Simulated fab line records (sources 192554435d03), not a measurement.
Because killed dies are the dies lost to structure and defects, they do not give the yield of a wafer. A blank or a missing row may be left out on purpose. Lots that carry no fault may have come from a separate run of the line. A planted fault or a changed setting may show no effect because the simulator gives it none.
fab line records -- flow n5_finfet
[record] lots = 24, wafers = 72, last_day = 17
route steps=1938 shown BEOL_M13@1660
lots untouched by any fault: they come from a run of this same line in which no faults occurred
start_h: hours from the record's opening day to when the first of the lot's shown wafers began -- wait_h: hours elapsed since this lot's preceding step -- " identical to the entry in the row above -- L1.1+2: several wafers, shown together as one row -- - no value, or no start given -- * or withheld: withheld -- < > ~ a bound
route shown NAME@n: a module of which the file shows steps, and the number in the route of the first -- usual: mean and standard deviation over wafers with no fault -- same: alike in all rows -- chamber/n: place in a boat -- sites: per-site readings -- _std_site: standard deviation of those values -- _edge_site: the outer-site mean with the inner-site mean subtracted -- radius_mm: for every site, how far away it sits from the centre of the wafer -- mask NAME#n: copy n -- behind: the last tool/chamber to shape the wafer -- hold: the reason the lot was held/the length of the hold in hours/how it ended -- device: names the non-switching transistor (n, p or np) -- end of line: tests of these same wafers at the route's end -- a step given without rows: its recipe and nothing more -- killed: at the first sort, the dies lost to defects and structure; wafer yield is something else -- map: a wafer's dies, marking killed ones x, the rest . and places with no die _
set.NAME: the setting as run; set.NAME@STEP: as run at that earlier step -- model.NAME: the simulator's own value behind a step, which no gauge read
one table for each step of the route and one row for each wafer, over a sample of lots
services: when a tool's chamber went out of use (start_h, in hours from the record's first day, below 0 if earlier), for how many hours, and the reason
[[steps]]
[step N5_BEOL_M13_THK_MEAS_01]
[recipe] reads = SiOC_of_BEOL_M13_ILD_DEP_00
[usual] M13_ILD_THK = 842/11
lot.wafer,tool,chamber,start_h,wait_h,M13_ILD_THK[nm]
L076.1,film_metro-02,-,237.59,0.1,851
L076.3,film_metro-02,-,237.59,0.1,830
L076.5,film_metro-02,-,237.59,0.1,844
L075.1,film_metro-02,-,246.64,0.1,840
L075.3,film_metro-02,-,246.64,0.1,850
L075.5,film_metro-02,-,246.64,0.1,860
L074.2,film_metro-02,-,249.13,0.1,828
L074.3,film_metro-02,-,249.13,0.1,833
L074.5,film_metro-02,-,249.13,0.1,833
L077.1,film_metro-01,-,267.96,0.1,833
L077.3,film_metro-01,-,267.96,0.1,844
L077.6,film_metro-01,-,267.96,0.1,843
L078.1,film_metro-01,-,268.86,0.1,839
L078.3,film_metro-01,-,268.86,0.1,831
L078.6,film_metro-01,-,268.86,0.1,838
L081.2,film_metro-01,-,268.97,0.1,855
L081.3,film_metro-01,-,268.97,0.1,845
L081.5,film_metro-01,-,268.97,0.1,857
L080.1,film_metro-02,-,275.87,0.1,810
L080.3,film_metro-02,-,275.87,0.1,830
L080.5,film_metro-02,-,275.87,0.1,835
L079.1,film_metro-01,-,276.21,0.1,845
L079.3,film_metro-01,-,276.21,0.1,829
L079.6,film_metro-01,-,276.21,0.1,870
L082.1,film_metro-01,-,290.98,0.1,822
L082.2,film_metro-01,-,290.98,0.1,839
L082.3,film_metro-01,-,290.98,0.1,841
L084.2,film_metro-01,-,296.53,0.1,842
L084.3,film_metro-01,-,296.53,0.1,837
L084.5,film_metro-01,-,296.53,0.1,847
L083.2,film_metro-02,-,299.80,0.1,817
L083.4,film_metro-02,-,299.80,0.1,835
L083.5,film_metro-02,-,299.80,0.1,846
L085.3,film_metro-02,-,306.82,0.1,824
L085.4,film_metro-02,-,306.82,0.1,850
L085.6,film_metro-02,-,306.82,0.1,852
L086.1,film_metro-01,-,309.12,0.1,829
L086.3,film_metro-01,-,309.12,0.1,833
L086.4,film_metro-01,-,309.12,0.1,843
L087.1,film_metro-02,-,316.17,0.1,829
L087.3,film_metro-02,-,316.17,0.1,833
L087.6,film_metro-02,-,316.17,0.1,845
L089.4,film_metro-01,-,319.52,0.0,841
L089.5,film_metro-01,-,319.52,0.0,842
L089.6,film_metro-01,-,319.52,0.0,834
L088.1,film_metro-01,-,319.62,0.1,843
L088.3,film_metro-01,-,319.62,0.1,843
L088.5,film_metro-01,-,319.62,0.1,851
L090.1,film_metro-02,-,322.24,0.1,819
L090.2,film_metro-02,-,322.24,0.1,834
L090.5,film_metro-02,-,322.24,0.1,846
L091.2,film_metro-01,-,333.10,0.1,827
L091.3,film_metro-01,-,333.10,0.1,835
L091.4,film_metro-01,-,333.10,0.1,835
L093.2,film_metro-02,-,351.53,0.2,833
L093.4,film_metro-02,-,351.53,0.2,847
L093.5,film_metro-02,-,351.53,0.2,857
L092.2,film_metro-01,-,352.94,0.1,849
L092.5,film_metro-01,-,352.94,0.1,856
L092.6,film_metro-01,-,352.94,0.1,867
L095.1,film_metro-01,-,360.85,0.1,839
L095.3,film_metro-01,-,360.85,0.1,840
L095.4,film_metro-01,-,360.85,0.1,870
L094.1,film_metro-02,-,362.35,0.1,837
L094.4,film_metro-02,-,362.35,0.1,857
L094.6,film_metro-02,-,362.35,0.1,846
L096.1,film_metro-01,-,367.06,0.1,839
L096.3,film_metro-01,-,367.06,0.1,833
L096.4,film_metro-01,-,367.06,0.1,854
L097.2,film_metro-02,-,367.40,0.1,845
L097.5,film_metro-02,-,367.40,0.1,861
L097.6,film_metro-02,-,367.40,0.1,853
[step N5_BEOL_M13_ETCH_59]
[recipe] chemistry = N2/H2, target = BARC, target_depth_a = 890, overetch_a = 267, time_s = 67.9, ion_energy_ev = 200, pressure_mtorr = 30, source_w = 840, bias_w = 150, n2_flow_sccm = 200, h2_flow_sccm = 200
[usual] drypump_motor_current_A = 6.0/0.39, oes_product_au = 0.66/0.073, rf_vpp_V = 524.6/2.3, showerhead_plenum_p_Torr = 2.56/0.077, throttle_valve_pct = 17.9/0.31
[same] time_s = 67.9
lot.wafer,tool,chamber,start_h,wait_h,drypump_motor_current_A,oes_product_au,rf_hours_counter_h,rf_vpp_V,showerhead_plenum_p_Torr,throttle_valve_pct
L076.1,rie_diel-03,2,238.02,0.0,6.4,0.62,182,524.1,2.51,17.7
L076.3,rie_diel-03,3,238.02,0.0,6.6,0.75,49,528.8,2.69,17.7
L076.5,rie_diel-03,0,238.02,0.0,6.1,0.64,-,526.5,2.63,17.6
L075.1,rie_diel-01,0,247.20,0.0,5.1,0.61,200,527.6,2.63,17.9
L075.3,rie_diel-01,2,247.20,0.0,5.4,0.71,90,525.1,2.58,18.4
L075.5,rie_diel-01,2,247.20,0.0,5.4,0.70,-,524.2,2.58,18.4
L074.2,rie_diel-03,1,249.60,0.0,5.7,0.62,189,523.4,2.51,18.2
L074.3,rie_diel-03,2,249.60,0.0,6.4,0.61,185,523.6,2.51,17.7
L074.5,rie_diel-03,3,249.60,0.0,6.6,0.75,-,529.7,2.68,17.7
L077.1,rie_diel-02,3,268.51,0.0,5.8,0.57,237,523.1,2.49,18.5
L077.3,rie_diel-02,2,268.51,0.0,6.0,0.62,205,525.6,2.64,18.2
L077.6,rie_diel-02,3,268.51,0.0,5.7,0.57,-,521.9,2.49,18.5
L078.1,rie_diel-03,0,269.30,0.0,6.2,0.63,185,526.4,2.62,17.6
L078.3,rie_diel-03,3,269.30,0.0,6.6,0.73,58,528.0,2.68,17.7
L078.6,rie_diel-03,1,269.30,0.0,5.7,0.61,-,523.9,2.51,18.2
L081.2,rie_diel-03,1,269.60,0.0,5.7,0.62,195,525.9,2.51,18.2
L081.3,rie_diel-03,3,269.60,0.0,6.6,0.74,58,528.2,2.68,17.7
L081.5,rie_diel-03,0,269.60,0.0,6.1,0.63,-,526.8,2.62,17.6
L080.1,rie_diel-01,0,276.52,0.0,5.1,0.60,212,526.1,2.62,17.9
L080.3,rie_diel-01,2,276.52,0.0,5.4,0.70,101,524.0,2.58,18.4
L080.5,rie_diel-01,0,276.52,0.0,5.1,0.60,-,524.8,2.62,17.9
L079.1,rie_diel-02,3,276.85,0.0,5.8,0.58,239,522.4,2.49,18.5
L079.3,rie_diel-02,1,276.85,0.0,5.7,0.60,221,520.1,2.40,18.2
L079.6,rie_diel-02,2,276.85,0.0,6.0,0.61,-,525.6,2.64,18.2
L082.1,rie_diel-01,0,291.53,0.0,5.1,0.60,217,526.5,2.62,17.9
L082.2,rie_diel-01,3,291.53,0.0,6.3,0.84,4,523.6,2.49,17.4
L082.3,rie_diel-01,2,291.53,0.0,5.5,0.69,107,524.4,2.58,18.4
L084.2,rie_diel-03,2,297.65,0.0,6.4,0.60,199,523.2,2.50,17.7
L084.3,rie_diel-03,0,297.65,0.0,6.1,0.62,195,525.2,2.62,17.7
L084.5,rie_diel-03,3,297.65,0.0,6.6,0.73,-,528.4,2.68,17.7
L083.2,rie_diel-02,0,300.35,0.0,6.0,0.75,23,524.4,2.61,17.7
L083.4,rie_diel-02,3,300.35,0.0,5.7,0.57,246,523.6,2.49,18.5
L083.5,rie_diel-02,3,300.35,0.0,5.8,0.57,-,520.4,2.49,18.5
L085.3,rie_diel-02,0,307.24,0.0,5.9,0.75,25,526.1,2.61,17.7
L085.4,rie_diel-02,2,307.24,0.0,6.0,0.61,217,526.3,2.63,18.2
L085.6,rie_diel-02,0,307.24,0.0,5.9,0.76,-,525.5,2.61,17.7
L086.1,rie_diel-01,1,309.67,0.0,5.6,0.76,36,521.9,2.49,17.6
L086.3,rie_diel-01,0,309.67,0.0,5.1,0.60,222,526.1,2.62,17.9
L086.4,rie_diel-01,2,309.67,0.0,5.4,0.69,112,522.7,2.57,18.4
L087.1,rie_diel-02,0,316.74,0.0,5.9,0.75,29,524.8,2.61,17.7
L087.3,rie_diel-02,2,316.74,0.0,6.0,0.61,-,527.0,2.63,18.2
L087.6,rie_diel-02,0,316.74,0.0,5.9,0.76,-,527.3,2.61,17.7
L089.4,rie_diel-02,0,320.08,0.0,6.0,0.74,-,526.5,2.61,17.7
L089.5,rie_diel-02,2,320.08,0.0,6.0,0.61,-,525.9,2.63,18.2
L089.6,rie_diel-02,1,320.08,0.0,5.7,0.60,-,519.2,2.40,18.3
L088.1,rie_diel-03,3,320.17,0.0,6.6,0.72,76,527.0,2.67,17.7
L088.3,rie_diel-03,1,320.17,0.0,5.7,0.60,210,524.4,2.51,18.2
L088.5,rie_diel-03,0,320.17,0.0,6.1,0.62,-,527.2,2.62,17.7
L090.1,rie_diel-03,3,322.79,0.0,6.6,0.72,77,528.4,2.67,17.7
L090.2,rie_diel-03,1,322.79,0.0,5.7,0.60,211,523.0,2.51,18.2
L090.5,rie_diel-03,2,322.79,0.0,6.4,0.60,-,523.2,2.50,17.8
L091.2,rie_diel-03,1,333.53,0.0,5.7,0.60,214,523.4,2.50,18.2
L091.3,rie_diel-03,2,333.53,0.0,6.4,0.60,210,522.2,2.50,17.8
L091.4,rie_diel-03,3,333.53,0.0,6.6,0.71,81,527.4,2.67,17.7
L093.2,rie_diel-03,2,352.37,0.0,6.4,0.59,216,520.7,2.50,17.8
L093.4,rie_diel-03,0,352.37,0.0,6.1,0.62,213,526.7,2.61,17.7
L093.5,rie_diel-03,1,352.37,0.0,5.7,0.60,-,521.7,2.50,18.2
L092.2,rie_diel-02,1,353.87,0.0,5.7,0.58,245,520.5,2.39,18.3
L092.5,rie_diel-02,2,353.87,0.0,6.0,0.60,-,526.7,2.62,18.3
L092.6,rie_diel-02,3,353.87,0.0,5.8,0.82,-,523.2,2.49,18.0
L095.1,rie_diel-03,0,361.42,0.0,6.1,0.62,216,526.3,2.61,17.7
L095.3,rie_diel-03,3,361.42,0.0,6.6,0.70,89,527.5,2.67,17.7
L095.4,rie_diel-03,1,361.42,0.0,5.7,0.60,223,523.5,2.50,18.2
L094.1,rie_diel-01,3,362.91,0.0,6.4,0.78,27,523.3,2.48,17.4
L094.4,rie_diel-01,1,362.91,0.0,5.7,0.74,53,522.5,2.48,17.6
L094.6,rie_diel-01,2,362.91,0.0,5.4,0.68,-,525.4,2.57,18.5
L096.1,rie_diel-03,0,367.48,0.0,6.1,0.61,218,526.8,2.61,17.7
L096.3,rie_diel-03,1,367.48,0.0,5.7,0.59,225,521.5,2.50,18.2
L096.4,rie_diel-03,2,367.48,0.0,6.4,0.59,220,524.2,2.49,17.8
L097.2,rie_diel-03,2,367.85,0.0,6.4,0.59,220,523.5,2.49,17.8
L097.5,rie_diel-03,2,367.85,0.0,6.4,0.59,-,522.9,2.49,17.8
L097.6,rie_diel-03,1,367.85,0.0,5.7,0.59,-,523.2,2.50,18.2
[step N5_BEOL_M13_OVL_MEAS_29]
[recipe] points_per_wafer = 44
[usual] M13_OVL = 3/5.9
lot.wafer,tool,chamber,start_h,wait_h,M13_OVL[nm]
L076.1,overlay-01,0,239.41,0.0,-7
L076.3,overlay-01,0,239.41,0.0,-11
L076.5,overlay-01,0,239.41,0.0,-6
L075.1,overlay-02,0,248.17,0.0,8
L075.3,overlay-02,0,248.17,0.0,9
L075.5,overlay-02,0,248.17,0.0,-4
L074.2,overlay-01,0,250.49,0.0,-1
L074.3,overlay-01,0,250.49,0.0,5
L074.5,overlay-01,0,250.49,0.0,-4
L077.1,overlay-01,0,269.49,0.0,-1
L077.3,overlay-01,0,269.49,0.0,-4
L077.6,overlay-01,0,269.49,0.0,-1
L078.1,overlay-01,0,270.15,0.0,-2
L078.3,overlay-01,0,270.15,0.0,-4
L078.6,overlay-01,0,270.15,0.0,-1
L081.2,overlay-02,0,270.59,0.0,11
L081.3,overlay-02,0,270.59,0.0,13
L081.5,overlay-02,0,270.59,0.0,10
L080.1,overlay-02,0,277.37,0.0,7
L080.3,overlay-02,0,277.37,0.0,8
L080.5,overlay-02,0,277.37,0.0,5
L079.1,overlay-02,0,277.70,0.0,-2
L079.3,overlay-02,0,277.70,0.0,0
L079.6,overlay-02,0,277.70,0.0,1
L082.1,overlay-01,0,292.38,0.0,4
L082.2,overlay-01,0,292.38,0.0,6
L082.3,overlay-01,0,292.38,0.0,3
L084.2,overlay-01,0,298.51,0.0,7
L084.3,overlay-01,0,298.51,0.0,7
L084.5,overlay-01,0,298.51,0.0,3
L083.2,overlay-01,0,301.33,0.0,-1
L083.4,overlay-01,0,301.33,0.0,-5
L083.5,overlay-01,0,301.33,0.0,-9
L085.3,overlay-02,0,308.38,0.0,-1
L085.4,overlay-02,0,308.38,0.0,13
L085.6,overlay-02,0,308.38,0.0,7
L086.1,overlay-01,0,310.65,0.0,6
L086.3,overlay-01,0,310.65,0.0,-2
L086.4,overlay-01,0,310.65,0.0,9
L087.1,overlay-01,0,317.72,0.0,4
L087.3,overlay-01,0,317.72,0.0,0
L087.6,overlay-01,0,317.72,0.0,3
L089.4,overlay-02,0,320.91,0.0,3
L089.5,overlay-02,0,320.91,0.0,-2
L089.6,overlay-02,0,320.91,0.0,2
L088.1,overlay-02,0,321.15,0.0,8
L088.3,overlay-02,0,321.15,0.0,7
L088.5,overlay-02,0,321.15,0.0,5
L090.1,overlay-01,0,323.77,0.0,4
L090.2,overlay-01,0,323.77,0.0,2
L090.5,overlay-01,0,323.77,0.0,-2
L091.2,overlay-01,0,334.44,0.0,-1
L091.3,overlay-01,0,334.44,0.0,-2
L091.4,overlay-01,0,334.44,0.0,5
L093.2,overlay-02,0,353.37,0.0,11
L093.4,overlay-02,0,353.37,0.0,16
L093.5,overlay-02,0,353.37,0.0,5
L092.2,overlay-02,0,354.84,0.0,11
L092.5,overlay-02,0,354.84,0.0,9
L092.6,overlay-02,0,354.84,0.0,5
L095.1,overlay-01,0,362.40,0.0,2
L095.3,overlay-01,0,362.40,0.0,8
L095.4,overlay-01,0,362.40,0.0,12
L094.1,overlay-01,0,363.76,0.0,5
L094.4,overlay-01,0,363.76,0.0,0
L094.6,overlay-01,0,363.76,0.0,0
L096.1,overlay-02,0,368.46,0.0,-2
L096.3,overlay-02,0,368.46,0.0,-4
L096.4,overlay-02,0,368.46,0.0,-8
L097.2,overlay-02,0,368.70,0.0,2
L097.5,overlay-02,0,368.70,0.0,8
L097.6,overlay-02,0,368.70,0.0,-2
[step N5_BEOL_M13_OCD_MEAS_35]
[usual] trench_depth_nm = 412/7.6
lot.wafer,tool,chamber,start_h,wait_h,trench_depth_nm
L076.1,ocd-02,-,240.04,0.0,429
L076.3,ocd-02,-,240.04,0.0,404
L076.5,ocd-02,-,240.04,0.0,429
L075.1,ocd-02,-,248.81,0.0,413
L075.3,ocd-02,-,248.81,0.0,413
L075.5,ocd-02,-,248.81,0.0,409
L074.2,ocd-01,-,251.13,0.0,424
L074.3,ocd-01,-,251.13,0.0,426
L074.5,ocd-01,-,251.13,0.0,424
L077.1,ocd-02,-,270.20,0.0,411
L077.3,ocd-02,-,270.20,0.0,413
L077.6,ocd-02,-,270.20,0.0,411
L078.1,ocd-02,-,270.79,0.0,408
L078.3,ocd-02,-,270.79,0.0,409
L078.6,ocd-02,-,270.79,0.0,407
L081.2,ocd-01,-,271.22,0.0,413
L081.3,ocd-01,-,271.22,0.0,413
L081.5,ocd-01,-,271.22,0.0,413
L080.1,ocd-02,-,278.01,0.0,413
L080.3,ocd-02,-,278.01,0.0,422
L080.5,ocd-02,-,278.01,0.0,417
L079.1,ocd-01,-,278.33,0.0,404
L079.3,ocd-01,-,278.33,0.0,408
L079.6,ocd-01,-,278.33,0.0,408
L082.1,ocd-01,-,293.02,0.0,416
L082.2,ocd-01,-,293.02,0.0,408
L082.3,ocd-01,-,293.02,0.0,418
L084.2,ocd-01,-,299.75,0.0,423
L084.3,ocd-01,-,299.75,0.0,413
L084.5,ocd-01,-,299.75,0.0,402
L083.2,ocd-01,-,301.97,0.0,405
L083.4,ocd-01,-,301.97,0.0,409
L083.5,ocd-01,-,301.97,0.0,406
L085.3,ocd-01,-,309.01,0.0,425
L085.4,ocd-01,-,309.01,0.0,419
L085.6,ocd-01,-,309.01,0.0,417
L086.1,ocd-02,-,311.60,0.0,405
L086.3,ocd-02,-,311.60,0.0,406
L086.4,ocd-02,-,311.60,0.0,407
L087.1,ocd-01,-,318.37,0.0,422
L087.3,ocd-01,-,318.37,0.0,413
L087.6,ocd-01,-,318.37,0.0,414
L089.4,ocd-01,-,321.55,0.0,405
L089.5,ocd-01,-,321.55,0.0,405
L089.6,ocd-01,-,321.55,0.0,406
L088.1,ocd-01,-,321.78,0.0,404
L088.3,ocd-01,-,321.78,0.0,420
L088.5,ocd-01,-,321.78,0.0,418
L090.1,ocd-02,-,324.41,0.0,407
L090.2,ocd-02,-,324.41,0.0,408
L090.5,ocd-02,-,324.41,0.0,410
L091.2,ocd-02,-,335.08,0.0,415
L091.3,ocd-02,-,335.08,0.0,427
L091.4,ocd-02,-,335.08,0.0,398
L093.2,ocd-02,-,354.01,0.0,415
L093.4,ocd-02,-,354.01,0.0,410
L093.5,ocd-02,-,354.01,0.0,412
L092.2,ocd-01,-,355.48,0.0,416
L092.5,ocd-01,-,355.48,0.0,423
L092.6,ocd-01,-,355.48,0.0,416
L095.1,ocd-01,-,363.03,0.0,406
L095.3,ocd-01,-,363.03,0.0,408
L095.4,ocd-01,-,363.03,0.0,403
L094.1,ocd-02,-,364.39,0.0,407
L094.4,ocd-02,-,364.39,0.0,410
L094.6,ocd-02,-,364.39,0.0,409
L096.1,ocd-01,-,369.09,0.0,410
L096.3,ocd-01,-,369.09,0.0,411
L096.4,ocd-01,-,369.09,0.0,408
L097.2,ocd-02,-,369.41,0.0,405
L097.5,ocd-02,-,369.41,0.0,424
L097.6,ocd-02,-,369.41,0.0,437
[step N5_BEOL_M13_SPUTTER_44]
[recipe] material = Ta, target_thk_a = 100, temp_c = 50, bias_v = 80, power_w = 15000, chamber_pressure_pa = 0.07, time_s = 16.13
[usual] throttle_valve_pct = 30.5/1.3
[same] time_s = 16.13
lot.wafer,tool,chamber,start_h,wait_h,throttle_valve_pct
L076.1,pvd_sputter-02,-,241.91,0.0,31.0
L076.3,pvd_sputter-02,-,241.91,0.0,32.8
L076.5,pvd_sputter-02,-,241.91,0.0,32.0
L075.1,pvd_sputter-01,-,250.14,0.0,30.8
L075.3,pvd_sputter-01,-,250.14,0.0,30.6
L075.5,pvd_sputter-01,-,250.14,0.0,27.9
L074.2,pvd_sputter-01,-,252.28,0.0,30.8
L074.3,pvd_sputter-01,-,252.28,0.0,30.4
L074.5,pvd_sputter-01,-,252.28,0.0,30.9
L077.1,pvd_sputter-02,-,274.25,0.0,31.4
L077.3,pvd_sputter-02,-,274.25,0.0,30.9
L077.6,pvd_sputter-02,-,274.25,0.0,32.8
L081.2,pvd_sputter-03,-,274.29,0.0,28.0
L081.3,pvd_sputter-03,-,274.29,0.0,30.9
L081.5,pvd_sputter-03,-,274.29,0.0,30.6
L078.1,pvd_sputter-02,-,274.57,0.0,32.7
L078.3,pvd_sputter-02,-,274.57,0.0,31.8
L078.6,pvd_sputter-02,-,274.57,0.0,30.7
L080.1,pvd_sputter-03,-,280.81,0.0,27.9
L080.3,pvd_sputter-03,-,280.81,0.0,30.9
L080.5,pvd_sputter-03,-,280.81,0.0,28.1
L079.1,pvd_sputter-01,-,280.89,0.0,28.3
L079.3,pvd_sputter-01,-,280.89,0.0,30.8
L079.6,pvd_sputter-01,-,280.89,0.0,30.8
L082.1,pvd_sputter-01,-,295.84,0.0,28.1
L082.2,pvd_sputter-01,-,295.84,0.0,30.7
L082.3,pvd_sputter-01,-,295.84,0.0,30.6
L084.2,pvd_sputter-01,-,303.87,0.0,30.7
L084.3,pvd_sputter-01,-,303.87,0.0,30.5
L084.5,pvd_sputter-01,-,303.87,0.0,30.9
L083.2,pvd_sputter-03,-,304.77,0.0,31.0
L083.4,pvd_sputter-03,-,304.77,0.0,30.7
L083.5,pvd_sputter-03,-,304.77,0.0,31.2
L085.3,pvd_sputter-03,-,311.60,0.0,31.0
L085.4,pvd_sputter-03,-,311.60,0.0,31.0
L085.6,pvd_sputter-03,-,311.60,0.0,27.9
L086.1,pvd_sputter-02,-,314.27,0.0,31.9
L086.3,pvd_sputter-02,-,314.27,0.0,30.8
L086.4,pvd_sputter-02,-,314.27,0.0,31.2
L087.1,pvd_sputter-02,-,319.29,0.0,30.7
L087.3,pvd_sputter-02,-,319.29,0.0,31.5
L087.6,pvd_sputter-02,-,319.29,0.0,31.0
L089.4,pvd_sputter-03,-,326.34,0.0,31.0
L089.5,pvd_sputter-03,-,326.34,0.0,27.9
L089.6,pvd_sputter-03,-,326.34,0.0,31.5
L088.1,pvd_sputter-01,-,327.20,0.0,30.2
L088.3,pvd_sputter-01,-,327.20,0.0,30.5
L088.5,pvd_sputter-01,-,327.20,0.0,30.8
L090.1,pvd_sputter-03,-,328.86,0.0,31.1
L090.2,pvd_sputter-03,-,328.86,0.0,28.1
L090.5,pvd_sputter-03,-,328.86,0.0,27.6
L091.2,pvd_sputter-02,-,337.02,0.0,31.7
L091.3,pvd_sputter-02,-,337.02,0.0,32.6
L091.4,pvd_sputter-02,-,337.02,0.0,31.3
L093.2,pvd_sputter-01,-,358.48,0.0,30.6
L093.4,pvd_sputter-01,-,358.48,0.0,30.3
L093.5,pvd_sputter-01,-,358.48,0.0,30.7
L092.2,pvd_sputter-03,-,358.66,0.0,31.2
L092.5,pvd_sputter-03,-,358.66,0.0,30.6
L092.6,pvd_sputter-03,-,358.66,0.0,27.9
L095.1,pvd_sputter-01,-,364.98,0.0,30.6
L095.3,pvd_sputter-01,-,364.98,0.0,30.4
L095.4,pvd_sputter-01,-,364.98,0.0,27.7
L094.1,pvd_sputter-02,-,365.38,0.0,31.7
L094.4,pvd_sputter-02,-,365.38,0.0,30.8
L094.6,pvd_sputter-02,-,365.38,0.0,31.8
L096.1,pvd_sputter-01,-,371.88,0.0,30.8
L096.3,pvd_sputter-01,-,371.88,0.0,30.8
L096.4,pvd_sputter-01,-,371.88,0.0,27.9
L097.2,pvd_sputter-01,-,374.18,0.0,28.1
L097.5,pvd_sputter-01,-,374.18,0.0,31.0
L097.6,pvd_sputter-01,-,374.18,0.0,28.0
[step N5_BEOL_M13_RS_MEAS_54]
[recipe] thk_meas_gauge = four-point-probe, reads = Cu_of_BEOL_M13_ECD_47+Ta_of_BEOL_M13_SPUTTER_44+TaN_of_BEOL_M13_SPUTTER_43
[usual] M13_RS = 0.0450/0.00085
lot.wafer,tool,chamber,start_h,wait_h,M13_RS[ohm/sq]
L076.1,film_metro-02,-,242.99,0.0,0.0433
L076.3,film_metro-02,-,242.99,0.0,0.0459
L076.5,film_metro-02,-,242.99,0.0,0.0432
L075.1,film_metro-01,-,251.33,0.0,0.0447
L075.3,film_metro-01,-,251.33,0.0,0.0449
L075.5,film_metro-01,-,251.33,0.0,0.0449
L074.2,film_metro-01,-,253.36,0.1,0.0437
L074.3,film_metro-01,-,253.36,0.1,0.0437
L074.5,film_metro-01,-,253.36,0.1,0.0437
L081.2,film_metro-02,-,275.37,0.1,0.0450
L081.3,film_metro-02,-,275.37,0.1,0.0449
L081.5,film_metro-02,-,275.37,0.1,0.0451
L077.1,film_metro-02,-,275.96,0.1,0.0452
L077.3,film_metro-02,-,275.96,0.1,0.0451
L077.6,film_metro-02,-,275.96,0.1,0.0453
L078.1,film_metro-02,-,276.54,0.0,0.0455
L078.3,film_metro-02,-,276.54,0.0,0.0455
L078.6,film_metro-02,-,276.54,0.0,0.0460
L080.1,film_metro-02,-,282.70,0.0,0.0443
L080.3,film_metro-02,-,282.70,0.0,0.0440
L080.5,film_metro-02,-,282.70,0.0,0.0445
L079.1,film_metro-01,-,282.77,0.1,0.0457
L079.3,film_metro-01,-,282.77,0.1,0.0454
L079.6,film_metro-01,-,282.77,0.1,0.0457
L082.1,film_metro-01,-,296.93,0.0,0.0444
L082.2,film_metro-01,-,296.93,0.0,0.0454
L082.3,film_metro-01,-,296.93,0.0,0.0444
L084.2,film_metro-02,-,304.98,0.1,0.0439
L084.3,film_metro-02,-,304.98,0.1,0.0447
L084.5,film_metro-02,-,304.98,0.1,0.0463
L083.2,film_metro-02,-,306.14,0.1,0.0457
L083.4,film_metro-02,-,306.14,0.1,0.0454
L083.5,film_metro-02,-,306.14,0.1,0.0455
L085.3,film_metro-02,-,312.68,0.1,0.0438
L085.4,film_metro-02,-,312.68,0.1,0.0440
L085.6,film_metro-02,-,312.68,0.1,0.0444
L086.1,film_metro-02,-,315.38,0.0,0.0461
L086.3,film_metro-02,-,315.38,0.0,0.0458
L086.4,film_metro-02,-,315.38,0.0,0.0456
L087.1,film_metro-02,-,320.37,0.0,0.0438
L087.3,film_metro-02,-,320.37,0.0,0.0449
L087.6,film_metro-02,-,320.37,0.0,0.0448
L089.4,film_metro-01,-,328.32,0.0,0.0457
L089.5,film_metro-01,-,328.32,0.0,0.0458
L089.6,film_metro-01,-,328.32,0.0,0.0456
L088.1,film_metro-01,-,329.42,0.0,0.0454
L088.3,film_metro-01,-,329.42,0.0,0.0443
L088.5,film_metro-01,-,329.42,0.0,0.0446
L090.1,film_metro-01,-,330.10,0.0,0.0455
L090.2,film_metro-01,-,330.10,0.0,0.0457
L090.5,film_metro-01,-,330.10,0.0,0.0447
L091.2,film_metro-02,-,338.84,0.1,0.0447
L091.3,film_metro-02,-,338.84,0.1,0.0434
L091.4,film_metro-02,-,338.84,0.1,0.0468
L093.2,film_metro-01,-,359.57,0.1,0.0443
L093.4,film_metro-01,-,359.57,0.1,0.0451
L093.5,film_metro-01,-,359.57,0.1,0.0450
L092.2,film_metro-01,-,360.09,0.1,0.0443
L092.5,film_metro-01,-,360.09,0.1,0.0438
L092.6,film_metro-01,-,360.09,0.1,0.0445
L095.1,film_metro-02,-,366.16,0.0,0.0459
L095.3,film_metro-02,-,366.16,0.0,0.0451
L095.4,film_metro-02,-,366.16,0.0,0.0461
L094.1,film_metro-01,-,366.46,0.0,0.0455
L094.4,film_metro-01,-,366.46,0.0,0.0452
L094.6,film_metro-01,-,366.46,0.0,0.0452
L096.1,film_metro-02,-,372.96,0.0,0.0455
L096.3,film_metro-02,-,372.96,0.0,0.0449
L096.4,film_metro-02,-,372.96,0.0,0.0458
L097.2,film_metro-02,-,375.26,0.1,0.0461
L097.5,film_metro-02,-,375.26,0.1,0.0440
L097.6,film_metro-02,-,375.26,0.1,0.0422
[[services]]
tool,chamber,start_h,hours,kind
rie_diel-03,0,216.61,2.9,repair
rie_diel-01,3,261.78,-,clean
rie_diel-01,3,261.78,-,consumable_replace:focus_ring
rie_diel-01,3,261.78,18.0,scheduled_down
rie_diel-01,3,261.78,18.0,vent_cycle
rie_diel-03,-,283.25,0.1,repair
rie_diel-03,1,299.40,1.6,repair
rie_diel-02,1,311.81,7.9,repair
rie_diel-02,3,314.33,6.4,repair
rie_diel-02,3,320.94,-,clean
rie_diel-02,3,320.94,-,consumable_replace:focus_ring
rie_diel-02,3,320.94,25.9,scheduled_down
rie_diel-02,3,320.94,25.9,vent_cycle
pvd_sputter-02,-,321.23,1.2,repair
pvd_sputter-01,-,330.79,2.4,repair
rie_diel-01,2,344.05,3.6,repair
rie_diel-02,3,358.48,9.0,repair
pvd_sputter-01,-,366.78,2.9,repair
rie_diel-02,1,369.38,-,clean
rie_diel-02,1,369.38,-,consumable_replace:focus_ring
rie_diel-02,1,369.38,-,consumable_replace:showerhead
rie_diel-01,3,371.86,5.6,repair
pvd_sputter-03,-,373.64,2.2,repair
[[key]]
fault none
